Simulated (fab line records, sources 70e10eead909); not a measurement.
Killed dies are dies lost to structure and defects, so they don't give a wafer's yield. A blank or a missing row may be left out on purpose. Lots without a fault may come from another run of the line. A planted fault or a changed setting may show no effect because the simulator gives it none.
Chamber matching | flow nand_harc | NHARC_P_M2_PRE_CLEAN_32 on pecvd-03: 3 sister chambers
The step time 12 s. 3 wafers are shown with their chamber, then 11 later ones without.

WAFERS WITH THEIR CHAMBER
wafer  | chamber | heater_power_w (W)
L087.4 | 2       | 562
L087.5 | 1       | 604
L093.3 | 0       | 639

WAFERS WITHOUT THEIR CHAMBER
wafer  | heater_power_w (W)
L093.5 | 672
L093.6 | 556
L094.4 | 638
L094.5 | 594
L094.6 | 579
L095.1 | 520
L095.2 | 573
L095.5 | 556
L096.1 | 539
L096.2 | 526
L096.3 | 590

WHICH CHAMBER EACH WENT THROUGH
wafer  | from the rows above          | in truth
L093.5 | can't be placed: 0 or 1      | 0
L093.6 | can't be placed: 2 or 1      | 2
L094.4 | can't be placed: 0 or 1      | 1
L094.5 | can't be placed: 1 or 2 or 0 | 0
L094.6 | can't be placed: 2 or 1 or 0 | 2
L095.1 | can't be placed: 2 or 1      | 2
L095.2 | can't be placed: 2 or 1      | 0
L095.5 | can't be placed: 2 or 1      | 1
L096.1 | can't be placed: 2 or 1      | 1
L096.2 | can't be placed: 2 or 1      | 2
L096.3 | can't be placed: 1 or 2 or 0 | 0
Placed correctly: 0 of 11. Can't be placed from these rows: 11 (the true chamber is among the candidates in 10). Placed wrongly: 0.
How it was worked out, from the rows above alone: a wafer's distance from a chamber is the root of the sum, over the readings, of the square of ((its reading less the chamber's mean) divided by the reading's scatter). The wafer belongs to the nearest chamber; if the next one is less than 2 further off, it can't be placed. A chamber's mean is the mean of its shown wafers. The scatter: with one shown wafer a chamber, the root of the mean of the squares of how far each hidden wafer lies from its nearest shown one.
